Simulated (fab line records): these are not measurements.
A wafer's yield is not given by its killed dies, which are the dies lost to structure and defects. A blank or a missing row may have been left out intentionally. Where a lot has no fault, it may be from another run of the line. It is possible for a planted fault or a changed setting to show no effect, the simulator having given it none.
Matching of chambers + flow n5Finfet + N5_BEOL_M2_ALD_84 on aldMetal-04 has 4 sister chambers
The step deposits TaN, pulse time 2 s, purge time 3 s, co reactant purge time 2 s. 22 wafers are shown with their chamber, then 11 later ones without.

== EACH WAFER AND ITS CHAMBER ==
| wafer  | chamber | heaterPowerW (W) | susceptorTempC (C) | precursorVesselCarrierSccm (sccm) |
|--------|---------|------------------|--------------------|-----------------------------------|
| L077.2 | 3       | 366              | 274.81             | 998.7                             |
| L077.3 | 1       | 387              | 274.83             | 998.8                             |
| L077.4 | 0       | 370              | 274.89             | 1001.1                            |
| L078.1 | 0       | 373              | 275.00             | 998.4                             |
| L078.3 | 3       | 375              | 274.93             | 999.2                             |
| L078.6 | 1       | 374              | 274.82             | 1004.8                            |
| L080.1 | 2       | 352              | 274.82             | 1004.8                            |
| L080.3 | 3       | 375              | 275.02             | 993.2                             |
| L080.4 | 0       | 375              | 275.00             | 1000.9                            |
| L081.1 | 2       | 362              | 275.12             | 999.0                             |
| L081.4 | 3       | 364              | 274.76             | 1003.4                            |
| L081.6 | 1       | 373              | 274.91             | 1002.6                            |
| L082.1 | 1       | 367              | 274.85             | 997.2                             |
| L082.3 | 0       | 370              | 274.89             | 996.6                             |
| L082.6 | 0       | 365              | 275.07             | 997.2                             |
| L087.1 | 2       | 359              | 274.91             | 1002.9                            |
| L087.4 | 0       | 372              | 274.96             | 999.9                             |
| L087.5 | 1       | 381              | 275.18             | 996.5                             |
| L089.2 | 1       | 365              | 274.69             | 992.8                             |
| L089.3 | 2       | 377              | 275.32             | 998.6                             |
| L089.5 | 3       | 362              | 274.93             | 994.9                             |
| L088.3 | 1       | 377              | 274.91             | 1001.6                            |

SIGNATURES (averages over the wafers above)
| reading                    | chamber 0 | chamber 1 | chamber 2 | chamber 3 | scatter within a chamber |
|----------------------------|-----------|-----------|-----------|-----------|--------------------------|
| heaterPowerW               | 370.83    | 374.86    | 362.50    | 368.40    | 7.06                     |
| susceptorTempC             | 274.9683  | 274.8843  | 275.0425  | 274.8900  | 0.14                     |
| precursorVesselCarrierSccm | 999.017   | 999.186   | 1001.325  | 997.880   | 3.42                     |
Rule: a wafer lies at a distance from a chamber equal to the root of the sum of squares, over the readings, of (its reading less the chamber's mean, divided by the reading's scatter). The wafer belongs to the nearest chamber; if the next one is less than 2 further off, it can't be placed. The scatter: the root of (the sum of the squares of (reading less its chamber's mean) over the shown wafers, divided by (wafers less chambers)).

== WAFERS WITH NO CHAMBER GIVEN ==
| wafer  | heaterPowerW (W) | susceptorTempC (C) | precursorVesselCarrierSccm (sccm) |
|--------|------------------|--------------------|-----------------------------------|
| L088.5 | 368              | 274.81             | 1001.6                            |
| L088.6 | 367              | 275.24             | 1001.0                            |
| L090.1 | 362              | 275.18             | 1005.8                            |
| L090.3 | 373              | 274.97             | 999.5                             |
| L090.6 | 359              | 274.89             | 998.7                             |
| L092.2 | 372              | 274.84             | 995.0                             |
| L092.3 | 373              | 275.00             | 1000.0                            |
| L092.6 | 373              | 274.79             | 995.2                             |
| L095.2 | 369              | 274.84             | 1001.8                            |
| L095.4 | 378              | 274.78             | 998.4                             |
| L095.5 | 363              | 274.77             | 999.3                             |

== THE CHAMBER EACH PASSED THROUGH ==
| wafer  | from the rows above               | in truth |
|--------|-----------------------------------|----------|
| L088.5 | can't be placed: 3 or 1 or 0 or 2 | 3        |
| L088.6 | can't be placed: 2 or 0 or 3 or 1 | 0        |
| L090.1 | can't be placed: 2 or 0 or 3 or 1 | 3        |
| L090.3 | can't be placed: 0 or 1 or 3 or 2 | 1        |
| L090.6 | can't be placed: 3 or 2 or 0 or 1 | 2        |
| L092.2 | can't be placed: 3 or 1 or 0 or 2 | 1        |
| L092.3 | can't be placed: 0 or 1 or 3 or 2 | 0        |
| L092.6 | can't be placed: 3 or 1 or 0 or 2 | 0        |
| L095.2 | can't be placed: 1 or 3 or 0 or 2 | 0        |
| L095.4 | can't be placed: 1 or 3 or 0      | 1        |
| L095.5 | can't be placed: 3 or 0 or 1 or 2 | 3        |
0 of 11 placed correctly. Unplaceable from these rows: 11, with the true chamber sitting among the candidates in 11. Number placed wrongly: 0.
